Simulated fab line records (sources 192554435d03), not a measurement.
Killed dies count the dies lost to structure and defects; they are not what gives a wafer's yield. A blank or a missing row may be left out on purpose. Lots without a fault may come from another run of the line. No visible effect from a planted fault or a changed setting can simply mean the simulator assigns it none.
Chamber matching :: flow n5_finfet :: N5_DUMMY_REMOVAL_STRIP_10 on rie_diel-03: 4 sister chambers
The step strips in N2/H2, time 40 s. 14 wafers are shown with their chamber, then 7 later ones without.

EACH WAFER AND ITS CHAMBER
wafer: L075.2
chamber: 2
showerhead_plenum_p_Torr (Torr): 3.38
throttle_valve_pct (%): 12.29
oes_product_au (a.u.): 0.79

wafer: L075.3
chamber: 1
showerhead_plenum_p_Torr (Torr): 3.20
throttle_valve_pct (%): 12.72
oes_product_au (a.u.): 0.71

wafer: L075.5
chamber: 2
showerhead_plenum_p_Torr (Torr): 3.38
throttle_valve_pct (%): 12.30
oes_product_au (a.u.): 0.79

wafer: L076.1
chamber: 3
showerhead_plenum_p_Torr (Torr): 3.36
throttle_valve_pct (%): 12.52
oes_product_au (a.u.): 0.76

wafer: L076.4
chamber: 1
showerhead_plenum_p_Torr (Torr): 3.20
throttle_valve_pct (%): 12.72
oes_product_au (a.u.): 0.71

wafer: L076.5
chamber: 0
showerhead_plenum_p_Torr (Torr): 3.39
throttle_valve_pct (%): 12.42
oes_product_au (a.u.): 0.77

wafer: L081.2
chamber: 1
showerhead_plenum_p_Torr (Torr): 3.19
throttle_valve_pct (%): 12.74
oes_product_au (a.u.): 0.70

wafer: L081.3
chamber: 0
showerhead_plenum_p_Torr (Torr): 3.39
throttle_valve_pct (%): 12.42
oes_product_au (a.u.): 0.76

wafer: L081.5
chamber: 3
showerhead_plenum_p_Torr (Torr): 3.35
throttle_valve_pct (%): 12.56
oes_product_au (a.u.): 0.76

wafer: L080.1
chamber: 2
showerhead_plenum_p_Torr (Torr): 3.37
throttle_valve_pct (%): 12.33
oes_product_au (a.u.): 0.79

wafer: L080.2
chamber: 3
showerhead_plenum_p_Torr (Torr): 3.35
throttle_valve_pct (%): 12.55
oes_product_au (a.u.): 0.76

wafer: L080.6
chamber: 1
showerhead_plenum_p_Torr (Torr): 3.19
throttle_valve_pct (%): 12.74
oes_product_au (a.u.): 0.71

wafer: L084.1
chamber: 2
showerhead_plenum_p_Torr (Torr): 3.37
throttle_valve_pct (%): 12.34
oes_product_au (a.u.): 0.78

wafer: L084.4
chamber: 3
showerhead_plenum_p_Torr (Torr): 3.35
throttle_valve_pct (%): 12.58
oes_product_au (a.u.): 0.76

SIGNATURES (means of the wafers above)
reading: showerhead_plenum_p_Torr
chamber 0: 3.3900
chamber 1: 3.1950
chamber 2: 3.3750
chamber 3: 3.3525
scatter within a chamber: 0.00524

reading: throttle_valve_pct
chamber 0: 12.4200
chamber 1: 12.7300
chamber 2: 12.3150
chamber 3: 12.5525
scatter within a chamber: 0.0199

reading: oes_product_au
chamber 0: 0.7650
chamber 1: 0.7075
chamber 2: 0.7875
chamber 3: 0.7600
scatter within a chamber: 0.00447
Rule: a wafer lies at a distance from a chamber equal to the root of the sum of squares, over the readings, of (its reading less the chamber's mean, divided by the reading's scatter). The wafer belongs to the nearest chamber; if the next one is less than 2 further off, it can't be placed. The scatter: the root of (the sum of the squares of (reading less its chamber's mean) over the shown wafers, divided by (wafers less chambers)).

WAFERS MISSING THEIR CHAMBER
wafer: L084.6
showerhead_plenum_p_Torr (Torr): 3.35
throttle_valve_pct (%): 12.58
oes_product_au (a.u.): 0.76

wafer: L089.2
showerhead_plenum_p_Torr (Torr): 3.34
throttle_valve_pct (%): 12.59
oes_product_au (a.u.): 0.76

wafer: L089.4
showerhead_plenum_p_Torr (Torr): 3.36
throttle_valve_pct (%): 12.36
oes_product_au (a.u.): 0.77

wafer: L089.5
showerhead_plenum_p_Torr (Torr): 3.36
throttle_valve_pct (%): 12.36
oes_product_au (a.u.): 0.77

wafer: L091.3
showerhead_plenum_p_Torr (Torr): 3.36
throttle_valve_pct (%): 12.40
oes_product_au (a.u.): 0.75

wafer: L091.4
showerhead_plenum_p_Torr (Torr): 3.34
throttle_valve_pct (%): 12.62
oes_product_au (a.u.): 0.75

wafer: L091.6
showerhead_plenum_p_Torr (Torr): 3.36
throttle_valve_pct (%): 12.39
oes_product_au (a.u.): 0.76

EACH ONE'S CHAMBER
wafer: L084.6
from the rows above: 3
in truth: 3

wafer: L089.2
from the rows above: 3
in truth: 3

wafer: L089.4
from the rows above: can't be placed: 2 or 0
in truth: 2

wafer: L089.5
from the rows above: can't be placed: 2 or 0
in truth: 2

wafer: L091.3
from the rows above: can't be placed: 0 or 3
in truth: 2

wafer: L091.4
from the rows above: 3
in truth: 3

wafer: L091.6
from the rows above: can't be placed: 0 or 2
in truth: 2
Placed correctly: 3 of 7. These rows do not allow placing 4 (true chamber among the candidates in 3). Number placed wrongly: 0.
